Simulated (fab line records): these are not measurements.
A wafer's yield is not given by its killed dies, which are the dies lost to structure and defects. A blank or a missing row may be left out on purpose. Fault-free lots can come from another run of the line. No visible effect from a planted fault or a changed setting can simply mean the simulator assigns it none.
Lot-split experiment | flow n5 finfet | 7 lots, 21 wafers read, on a route of 1938 steps

== ABOUT THE SPLIT ==
At N5_MOL_CONTACT_COAG_PECVD_31 (deposits SiO2 from TEOS/O2, target thk 46 nm, time 8.9 s), the setting temp c was moved away from the recipe's 400 C on 6 of the 21 wafers read, by -2.7% to +4.4%. For the rest of the wafers, this setting stayed at what the recipe calls for.

The reading comes from the split's own step.

== THE READING ==
SiO2_of_MOL_CONTACT_COAG_PECVD_31.thk nm (the simulator's own value, which no gauge read), in nm, at N5_MOL_CONTACT_COAG_PECVD_31 (deposits SiO2 from TEOS/O2, target thk 46 nm, time 8.9 s). The file does not state a usual value for it. Across the 15 wafers here that went through the recipe, the average is 46.0 nm and the standard deviation 0.76 nm.

wafer  | tool, chamber at the split | temp c as run, C | against the recipe | SiO2_of_MOL_CONTACT_COAG_PECVD_31.thk nm, nm | against lot-mates on the recipe
L078.1 | pecvd-02, 2                | 400              | recipe             | 46.4                                         | -
L078.2 | pecvd-02, 0                | 417.6            | +4.4%              | 41.4                                         | -4.8
L078.5 | pecvd-02, 2                | 400              | recipe             | 46                                           | -
L083.1 | pecvd-02, 0                | 400              | recipe             | 45.6                                         | -
L083.4 | pecvd-02, 2                | 400              | recipe             | 46.4                                         | -
L083.6 | pecvd-02, 1                | 400              | recipe             | 46.6                                         | -
L084.1 | pecvd-03, 0                | 400              | recipe             | 44                                           | -
L084.3 | pecvd-03, 1                | 389              | -2.7%              | 49                                           | +3.7
L084.6 | pecvd-03, 2                | 400              | recipe             | 46.6                                         | -
L085.4 | pecvd-03, 0                | 400              | recipe             | 45.4                                         | -
L085.5 | pecvd-03, 0                | 400              | recipe             | 45.2                                         | -
L085.6 | pecvd-03, 1                | 400              | recipe             | 46.6                                         | -
L093.1 | pecvd-02, 2                | 400              | recipe             | 46                                           | -
L093.4 | pecvd-02, 2,0              | 390.2            | -2.5%              | 49.2                                         | +3.2
L093.5 | pecvd-02, 2,0              | 390.2            | -2.5%              | 49.2                                         | +3.2
L094.1 | pecvd-02, 1                | 394.1            | -1.5%              | 47.4                                         | +1.6
L094.2 | pecvd-02, 0                | 400              | recipe             | 45.8                                         | -
L094.3 | pecvd-02, 2                | 394.1            | -1.5%              | 47                                           | +1.2
L097.2 | pecvd-02, 2                | 400              | recipe             | 45.6                                         | -
L097.3 | pecvd-02, 1                | 400              | recipe             | 46.2                                         | -
L097.4 | pecvd-02, 1                | 400              | recipe             | 47.4                                         | -
If several chambers appear in one row, that row covers several wafers at once and the file leaves open which wafer was in which chamber.

THE FIT
A straight line over all 21 wafers: SiO2_of_MOL_CONTACT_COAG_PECVD_31.thk nm changes by -1.1 nm for each +1% of temp c; r = -0.92; the points scatter about the line by 0.72 nm.
The same after taking each lot's own level away (the mean of its wafers on the recipe; 21 wafers): -1.18 nm for each +1%; r = -0.94; scatter 0.64 nm.
On that fit, the largest move of temp c shifts the reading by 5.2 nm.
Measured against the standard deviation above, the lots' own levels, which go from 45.30 to 46.40 nm, span 1.4 times it.
Consequently the slope shifts little with the lot-to-lot level, the two slopes agreeing.
Check: -5.59 nm against its lot-mates is what the line predicts for one of the wafers moved furthest among these (+4.4%) when that wafer is left out of the fit. It came out at -4.8 nm against them.

== OTHER SPLITS ON THESE WAFERS ==
Other splits were also applied to these wafers ahead of the reading. Each is held against what the fit with the lots' levels taken away leaves over:
other split on the same wafers     | wafers away from the commonest value | r with SiO2_of_MOL_CONTACT_COAG_PECVD_31.thk nm (lot level and that fit taken away)
N5_WELL_APT_COAT_02 spin rpm       | 8                                    | -0.17
N5_WELL_APT_EXPOSE_05 dose mj      | 6                                    | -0.10
N5_WELL_APT_DESCUM_13 time s       | 6                                    | +0.28
N5_FIN_SAQP_PECVD_06 time s        | 9                                    | +0.29
N5_FIN_SAQP_EXPOSE_13 dose mj      | 5                                    | +0.20
N5_FIN_CUT_COAT_19 spin rpm        | 5                                    | -0.13
N5_SD_EPI_N_COAT_33 spin rpm       | 5                                    | +0.29
N5_SD_EPI_N_DESCUM_14 time s       | 6                                    | -0.03
N5_SD_EPI_N_ETCH_45 target depth a | 4                                    | +0.11
N5_GATE_CUT_ETCH_56 bias w         | 6                                    | -0.02
N5_GATE_CUT_ETCH_58 source w       | 6                                    | +0.12

== THE FILE'S OWN FIT ==
SiO2_of_MOL_CONTACT_COAG_PECVD_31.thk nm changes by -1.17 nm for each +1% of temp c, r = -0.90.
